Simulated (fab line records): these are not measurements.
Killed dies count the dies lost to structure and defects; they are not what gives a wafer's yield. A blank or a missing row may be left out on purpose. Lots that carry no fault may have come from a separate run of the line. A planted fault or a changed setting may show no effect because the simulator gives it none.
Which tool is to blame? | flow n5 finfet | Sampling: 24 lots, 72 wafers, 6 of 1938 route steps

WHAT THE GAUGES SHOWED, per wafer
The record holds no reading of a measuring or inspecting step that can be judged against a usual standard deviation.

WHICH TOOL RAN EACH LOT (tool, then ch and the chambers of the sampled wafers, then the start)
lot  | N5_BEOL_M1_HM_OPEN_17             | N5_BEOL_M1_STRIP_97                           | N5_BEOL_M1_SPUTTER_81        | N5_BEOL_M1_SPUTTER_92        | N5_BEOL_M1_ANNEAL_95         | N5_BEOL_M1_DEP_57
L074 | rie metal-01 ch 0, day 6 02:52    | rie diel-01 ch 0,1,2, day 6 06:44 or earlier  | pvd sputter-02, day 6 06:44  | pvd sputter-02, day 6 07:37  | pvd sputter-02, day 6 07:55  | pecvd-02 ch 0,1, day 6 09:02
L075 | rie metal-02 ch 0, day 6 13:02    | rie diel-02 ch 1,3, day 6 17:53 or earlier    | pvd sputter-01, day 6 17:53  | pvd sputter-01, day 6 18:46  | pvd sputter-01, day 6 19:04  | pecvd-03 ch 0,1,2, day 6 20:11
L076 | rie metal-03 ch 0,1, day 6 17:11  | rie diel-04 ch 2,3, day 6 21:05 or earlier    | pvd sputter-02, day 6 21:05  | pvd sputter-02, day 6 21:58  | pvd sputter-02, day 6 22:16  | pecvd-02 ch 0,1,2, day 7 00:05
L077 | rie metal-03 ch 0,1, day 7 12:38  | rie diel-01 ch 0,3, day 7 16:08 or earlier    | pvd sputter-03, day 7 16:08  | pvd sputter-03, day 7 17:01  | pvd sputter-03, day 7 17:19  | pecvd-02 ch 0,1,2, day 7 18:26
L079 | rie metal-02 ch 0,1, day 7 14:52  | rie diel-04 ch 0,1, day 7 19:43 or earlier    | pvd sputter-01, day 7 19:43  | pvd sputter-01, day 7 20:35  | pvd sputter-01, day 7 20:53  | pecvd-02 ch 0,1, day 7 22:02
L078 | rie metal-03 ch 0,1, day 7 14:55  | rie diel-02 ch 0,1, day 7 20:38 or earlier    | pvd sputter-03, day 7 20:38  | pvd sputter-03, day 7 21:31  | pvd sputter-03, day 7 21:49  | pecvd-03 ch 0,1,2, day 7 22:59
L080 | rie metal-02 ch 0,1, day 7 14:58  | rie diel-04 ch 0,3, day 7 20:50 or earlier    | pvd sputter-02, day 7 20:50  | pvd sputter-02, day 7 21:43  | pvd sputter-02, day 7 22:01  | pecvd-02 ch 0,2, day 7 23:19
L081 | rie metal-01 ch 0,1, day 7 23:08  | rie diel-02 ch 2,3, day 8 03:52 or earlier    | pvd sputter-02, day 8 03:52  | pvd sputter-02, day 8 04:44  | pvd sputter-02, day 8 05:02  | pecvd-03 ch 0,1, day 8 06:11
L082 | rie metal-02 ch 0,1, day 7 23:09  | rie diel-04 ch 1,2,3, day 8 04:49 or earlier  | pvd sputter-03, day 8 04:49  | pvd sputter-03, day 8 05:41  | pvd sputter-03, day 8 05:59  | pecvd-04 ch 1,2, day 8 07:09
L083 | rie metal-01 ch 0,1, day 8 08:05  | rie diel-01 ch 0,2,3, day 8 12:35 or earlier  | pvd sputter-03, day 8 12:35  | pvd sputter-03, day 8 13:28  | pvd sputter-03, day 8 13:46  | pecvd-02 ch 1,2, day 8 14:53
L084 | rie metal-01 ch 0,1, day 8 12:02  | rie diel-04 ch 0,2,3, day 8 15:56 or earlier  | pvd sputter-02, day 8 15:56  | pvd sputter-02, day 8 16:49  | pvd sputter-02, day 8 17:07  | pecvd-04 ch 0,1,2, day 8 18:14
L085 | rie metal-03 ch 0,1, day 8 22:27  | rie diel-02 ch 1,2,3, day 9 02:30 or earlier  | pvd sputter-03, day 9 02:30  | pvd sputter-03, day 9 03:23  | pvd sputter-03, day 9 03:41  | pecvd-04 ch 0,1,2, day 9 05:04
L086 | rie metal-02 ch 0,1, day 9 00:51  | rie diel-01 ch 1,2,3, day 9 04:52 or earlier  | pvd sputter-02, day 9 04:52  | pvd sputter-02, day 9 05:44  | pvd sputter-02, day 9 06:02  | pecvd-03 ch 0,2, day 9 07:23
L087 | rie metal-03 ch 0,1, day 9 12:01  | rie diel-02 ch 2,3, day 9 15:10 or earlier    | pvd sputter-02, day 9 15:10  | pvd sputter-02, day 9 16:02  | pvd sputter-02, day 9 16:20  | pecvd-03 ch 0,2, day 9 17:28
L088 | rie metal-02 ch 0, day 9 17:47    | rie diel-01 ch 0,1,3, day 10 01:35 or earlier | pvd sputter-02, day 10 01:35 | pvd sputter-02, day 10 02:28 | pvd sputter-02, day 10 02:46 | pecvd-03 ch 1,2, day 10 04:04
L089 | rie metal-03 ch 0,1, day 10 00:14 | rie diel-01 ch 0,1, day 10 06:20 or earlier   | pvd sputter-01, day 10 06:20 | pvd sputter-01, day 10 07:13 | pvd sputter-01, day 10 07:31 | pecvd-02 ch 0,2, day 10 09:00
L090 | rie metal-01 ch 0,1, day 10 03:56 | rie diel-02 ch 0,2,3, day 10 07:20 or earlier | pvd sputter-02, day 10 07:20 | pvd sputter-02, day 10 08:13 | pvd sputter-02, day 10 08:31 | pecvd-04 ch 1,2, day 10 10:14
L091 | rie metal-02 ch 1, day 10 05:43   | rie diel-02 ch 0,1,3, day 10 09:08 or earlier | pvd sputter-03, day 10 09:08 | pvd sputter-03, day 10 10:01 | pvd sputter-03, day 10 10:19 | pecvd-04 ch 1,2, day 10 11:27
L092 | rie metal-01 ch 0,1, day 10 16:06 | rie diel-02 ch 0,1,3, day 10 20:29 or earlier | pvd sputter-01, day 10 20:29 | pvd sputter-01, day 10 21:22 | pvd sputter-01, day 10 21:40 | pecvd-02 ch 0,1,2, day 10 22:49
L093 | rie metal-02 ch 0,1, day 10 22:58 | rie diel-01 ch 1,2, day 11 02:37 or earlier   | pvd sputter-03, day 11 02:37 | pvd sputter-03, day 11 03:30 | pvd sputter-03, day 11 03:48 | pecvd-02 ch 1,2, day 11 04:58
L094 | rie metal-03 ch 0,1, day 11 04:09 | rie diel-04 ch 0,3, day 11 08:17 or earlier   | pvd sputter-01, day 11 08:17 | pvd sputter-01, day 11 09:10 | pvd sputter-01, day 11 09:28 | pecvd-03 ch 0,1, day 11 10:35
L095 | rie metal-02 ch 0,1, day 11 07:11 | rie diel-01 ch 0,3, day 11 12:22 or earlier   | pvd sputter-01, day 11 12:22 | pvd sputter-01, day 11 13:14 | pvd sputter-01, day 11 13:32 | pecvd-03 ch 0,2, day 11 14:40
L096 | rie metal-01 ch 0,1, day 11 11:32 | rie diel-01 ch 1,2, day 11 16:40 or earlier   | pvd sputter-03, day 11 16:40 | pvd sputter-03, day 11 17:33 | pvd sputter-03, day 11 17:51 | pecvd-04 ch 1,2, day 11 19:11
L097 | rie metal-02 ch 0,1, day 11 18:42 | rie diel-04 ch 0,2, day 12 00:20 or earlier   | pvd sputter-03, day 12 00:20 | pvd sputter-03, day 12 01:13 | pvd sputter-03, day 12 01:31 | pecvd-04 ch 1,2, day 12 02:38
- N5_BEOL_M1_HM_OPEN_17: chemistry Cl2/BCl3, target TiN, target depth 20 nm, overetch 6 nm.
- N5_BEOL_M1_STRIP_97: strips in N2/H2, time 10 s.
- N5_BEOL_M1_SPUTTER_81: material Cu, target thk 4.5 nm, time 8.29 s.
- N5_BEOL_M1_SPUTTER_92: material Cu, target thk 4.5 nm, time 8.29 s.
- N5_BEOL_M1_ANNEAL_95: time 240 s.
- N5_BEOL_M1_DEP_57: deposits SiCN from 3MS/NH3, target thk 8 nm, time 14 s.

WHAT THE TOOLS THEMSELVES READ (means of the sampled wafers that have a number; where no wafer has one, the mark that the record gives instead)
N5_BEOL_M1_HM_OPEN_17. Usual: bias w 126.0 W, standard deviation 0.38; drypump motor current A 5.6 A, standard deviation 0.39; oes product au 0.71 a.u., standard deviation 0.096; throttle valve pct 22.10 %, standard deviation 0.17.
lot  | tool         | bias w (W) | drypump motor current A (A) | oes product au (a.u.) | throttle valve pct (%) | flag
L074 | rie metal-01 | 126.2      | 5.2                         | 0.77                  | 21.91                  |
L075 | rie metal-02 | 125.6      | 6.3                         | 0.57                  | 22.15                  |
L076 | rie metal-03 | 125.9      | 5.7                         | 0.74                  | 21.98                  |
L077 | rie metal-03 | 125.7      | 5.6                         | 0.73                  | 21.99                  |
L079 | rie metal-02 | 126.2      | 6.0                         | 0.65                  | 22.23                  |
L078 | rie metal-03 | 126.1      | 5.7                         | 0.73                  | 21.99                  |
L080 | rie metal-02 | 126.1      | 5.6                         | 0.74                  | 22.33                  |
L081 | rie metal-01 | 125.6      | 5.4                         | 0.78                  | 21.95                  |
L082 | rie metal-02 | 125.9      | 5.9                         | 0.64                  | 22.24                  |
L083 | rie metal-01 | 125.9      | 5.4                         | 0.77                  | 21.95                  |
L084 | rie metal-01 | 126.3      | 5.4                         | 0.77                  | 21.96                  |
L085 | rie metal-03 | 126.0      | 5.7                         | 0.71                  | 21.99                  |
L086 | rie metal-02 | 125.9      | 5.6                         | 0.72                  | 22.32                  |
L087 | rie metal-03 | 126.0      | 5.7                         | 0.72                  | 22.00                  |
L088 | rie metal-02 | 125.8      | 6.3                         | 0.55                  | 22.17                  |
L089 | rie metal-03 | 125.8      | 5.7                         | 0.71                  | 22.00                  |
L090 | rie metal-01 | 126.2      | 5.2                         | 0.74                  | 21.95                  |
L091 | rie metal-02 | 126.1      | 5.3                         | 0.81                  | 22.39                  |
L092 | rie metal-01 | 125.9      | 5.3                         | 0.73                  | 21.97                  |
L093 | rie metal-02 | 126.4      | 5.6                         | 0.71                  | 22.33                  |
L094 | rie metal-03 | 126.3      | 5.7                         | 0.70                  | 22.01                  |
L095 | rie metal-02 | 125.4      | 5.6                         | 0.71                  | 22.32                  |
L096 | rie metal-01 | 126.0      | 5.4                         | 0.73                  | 21.96                  |
L097 | rie metal-02 | 125.8      | 6.0                         | 0.62                  | 22.26                  |

N5_BEOL_M1_STRIP_97. Usual: drypump motor current A 5.5 A, standard deviation 0.45; oes product au 0.80 a.u., standard deviation 0.1; rf vpp V 59.3 V, standard deviation 0.84; showerhead plenum p Torr 2.56 Torr, standard deviation 0.09; throttle valve pct 23.5 %, standard deviation 0.31.
lot  | tool        | drypump motor current A (A) | oes product au (a.u.) | rf vpp V (V) | showerhead plenum p Torr (Torr) | throttle valve pct (%) | flag
L074 | rie diel-01 | 5.6                         | 0.75                  | 59.8         | 2.58                            | 23.6                   |
L075 | rie diel-02 | 5.4                         | 0.81                  | 59.9         | 2.58                            | 23.5                   |
L076 | rie diel-04 | 5.1                         | 0.87                  | 59.3         | 2.61                            | 23.7                   |
L077 | rie diel-01 | 5.4                         | 0.80                  | 60.1         | 2.66                            | 23.5                   |
L079 | rie diel-04 | 5.2                         | 0.78                  | 59.6         | 2.57                            | 23.7                   |
L078 | rie diel-02 | 5.9                         | 0.74                  | 59.1         | 2.62                            | 23.5                   |
L080 | rie diel-04 | 5.7                         | 0.79                  | 58.4         | 2.43                            | 23.7                   |
L081 | rie diel-02 | 5.1                         | 0.77                  | 59.7         | 2.51                            | 23.7                   |
L082 | rie diel-04 | 5.2                         | 0.77                  | 59.1         | 2.58                            | 23.7                   |
L083 | rie diel-01 | 5.5                         | 0.75                  | 60.1         | 2.61                            | 23.6                   |
L084 | rie diel-04 | 5.3                         | 0.84                  | 59.9         | 2.53                            | 23.6                   |
L085 | rie diel-02 | 5.2                         | 0.77                  | 59.2         | 2.54                            | 23.6                   |
L086 | rie diel-01 | 5.7                         | 0.79                  | 59.7         | 2.54                            | 23.3                   |
L087 | rie diel-02 | 5.0                         | 0.81                  | 60.2         | 2.50                            | 23.8                   |
L088 | rie diel-01 | 5.7                         | 0.83                  | 60.2         | 2.58                            | 23.2                   |
L089 | rie diel-01 | 5.8                         | 0.91                  | 59.3         | 2.54                            | 23.1                   |
L090 | rie diel-02 | 5.5                         | 0.84                  | 60.1         | 2.54                            | 23.6                   |
L091 | rie diel-02 | 5.7                         | 0.85                  | 59.9         | 2.56                            | 23.5                   |
L092 | rie diel-02 | 5.7                         | 0.83                  | 59.3         | 2.56                            | 23.5                   |
L093 | rie diel-01 | 5.8                         | 0.86                  | 59.2         | 2.49                            | 23.2                   |
L094 | rie diel-04 | 5.7                         | 0.76                  | 58.9         | 2.42                            | 23.7                   |
L095 | rie diel-01 | 5.6                         | 0.72                  | 59.7         | 2.62                            | 23.4                   |
L096 | rie diel-01 | 5.8                         | 0.85                  | 59.5         | 2.49                            | 23.2                   |
L097 | rie diel-04 | 4.9                         | 0.87                  | 59.3         | 2.63                            | 23.5                   |

N5_BEOL_M1_SPUTTER_81. Usual: 30.2 % for throttle valve pct, sd 1.1.
lot  | tool           | throttle valve pct (%) | flag
L074 | pvd sputter-02 | 31.1                   |
L075 | pvd sputter-01 | 30.6                   |
L076 | pvd sputter-02 | 30.2                   |
L077 | pvd sputter-03 | 28.9                   |
L079 | pvd sputter-01 | 31.1                   |
L078 | pvd sputter-03 | 30.0                   |
L080 | pvd sputter-02 | 29.8                   |
L081 | pvd sputter-02 | 30.7                   |
L082 | pvd sputter-03 | 30.2                   |
L083 | pvd sputter-03 | 29.3                   |
L084 | pvd sputter-02 | 30.6                   |
L085 | pvd sputter-03 | 29.2                   |
L086 | pvd sputter-02 | 30.5                   |
L087 | pvd sputter-02 | 30.3                   |
L088 | pvd sputter-02 | 30.8                   |
L089 | pvd sputter-01 | 30.5                   |
L090 | pvd sputter-02 | 30.4                   |
L091 | pvd sputter-03 | 29.6                   |
L092 | pvd sputter-01 | 30.6                   |
L093 | pvd sputter-03 | 29.8                   |
L094 | pvd sputter-01 | 30.8                   |
L095 | pvd sputter-01 | 30.3                   |
L096 | pvd sputter-03 | 30.9                   |
L097 | pvd sputter-03 | 30.2                   |

N5_BEOL_M1_SPUTTER_92. Usual: 30.2 % for throttle valve pct, sd 1.1.
lot  | tool           | throttle valve pct (%) | flag
L074 | pvd sputter-02 | 31.1                   |
L075 | pvd sputter-01 | 30.7                   |
L076 | pvd sputter-02 | 30.1                   |
L077 | pvd sputter-03 | 28.9                   |
L079 | pvd sputter-01 | 31.0                   |
L078 | pvd sputter-03 | 30.0                   |
L080 | pvd sputter-02 | 29.8                   |
L081 | pvd sputter-02 | 30.6                   |
L082 | pvd sputter-03 | 30.1                   |
L083 | pvd sputter-03 | 29.2                   |
L084 | pvd sputter-02 | 30.5                   |
L085 | pvd sputter-03 | 29.2                   |
L086 | pvd sputter-02 | 30.2                   |
L087 | pvd sputter-02 | 30.1                   |
L088 | pvd sputter-02 | 30.8                   |
L089 | pvd sputter-01 | 30.6                   |
L090 | pvd sputter-02 | 30.4                   |
L091 | pvd sputter-03 | 29.7                   |
L092 | pvd sputter-01 | 30.4                   |
L093 | pvd sputter-03 | 29.8                   |
L094 | pvd sputter-01 | 30.8                   |
L095 | pvd sputter-01 | 30.2                   |
L096 | pvd sputter-03 | 30.8                   |
L097 | pvd sputter-03 | 30.1                   |

N5_BEOL_M1_ANNEAL_95. Usual: 911 W for heater power w, sd 130.
lot  | tool           | heater power w (W) | flag
L074 | pvd sputter-02 | 862                |
L075 | pvd sputter-01 | 900                |
L076 | pvd sputter-02 | 987                |
L077 | pvd sputter-03 | 906                |
L079 | pvd sputter-01 | 974                |
L078 | pvd sputter-03 | 942                |
L080 | pvd sputter-02 | 1083               |
L081 | pvd sputter-02 | 998                |
L082 | pvd sputter-03 | 788                |
L083 | pvd sputter-03 | 817                |
L084 | pvd sputter-02 | 849                |
L085 | pvd sputter-03 | 800                |
L086 | pvd sputter-02 | 942                |
L087 | pvd sputter-02 | 944                |
L088 | pvd sputter-02 | 822                |
L089 | pvd sputter-01 | 941                |
L090 | pvd sputter-02 | 941                |
L091 | pvd sputter-03 | 866                |
L092 | pvd sputter-01 | 928                |
L093 | pvd sputter-03 | 900                |
L094 | pvd sputter-01 | 916                |
L095 | pvd sputter-01 | 924                |
L096 | pvd sputter-03 | 772                |
L097 | pvd sputter-03 | 801                |

N5_BEOL_M1_DEP_57. Usual: showerhead plenum p Torr 3.669 Torr, standard deviation 0.012; throttle valve pct 9.1 %, standard deviation 0.55.
lot  | tool     | showerhead plenum p Torr (Torr) | throttle valve pct (%) | flag
L074 | pecvd-02 | 3.663                           | 9.3                    |
L075 | pecvd-03 | 3.671                           | 9.2                    |
L076 | pecvd-02 | 3.672                           | 9.2                    |
L077 | pecvd-02 | 3.665                           | 9.3                    |
L079 | pecvd-02 | 3.672                           | 9.7                    |
L078 | pecvd-03 | 3.670                           | 8.9                    |
L080 | pecvd-02 | 3.672                           | 9.2                    |
L081 | pecvd-03 | 3.678                           | 9.3                    |
L082 | pecvd-04 | 3.682                           | 8.6                    |
L083 | pecvd-02 | 3.671                           | 9.0                    |
L084 | pecvd-04 | 3.669                           | 9.0                    |
L085 | pecvd-04 | 3.672                           | 8.9                    |
L086 | pecvd-03 | 3.657                           | 9.0                    |
L087 | pecvd-03 | 3.663                           | 8.8                    |
L088 | pecvd-03 | 3.680                           | 9.1                    |
L089 | pecvd-02 | 3.670                           | 9.4                    |
L090 | pecvd-04 | 3.682                           | 8.7                    |
L091 | pecvd-04 | 3.669                           | 9.2                    |
L092 | pecvd-02 | 3.669                           | 9.3                    |
L093 | pecvd-02 | 3.669                           | 9.0                    |
L094 | pecvd-03 | 3.670                           | 9.3                    |
L095 | pecvd-03 | 3.659                           | 8.9                    |
L096 | pecvd-04 | 3.670                           | 9.2                    |
L097 | pecvd-04 | 3.673                           | 9.2                    |

THE ANSWER, worked out from the rows above alone
Rule: a lot counts as off when the mean over its wafers that have a number is more than 3 standard deviations away from the usual mean. Also off: a lot with no number at a reading for which 4 or more lots have one. All remaining lots with rows at the step are treated as sound. After the gauges, taken in route order, come the tools' own readings; for these a lot's mean is taken, as printed above. The first step at which some lot is off is used, and at that step the reading that is off furthest; a lot without a number counts as furthest.
Nothing can be told from this: no lot is off at any reading shown.

WHAT WAS PUT IN BY THE SIMULATOR
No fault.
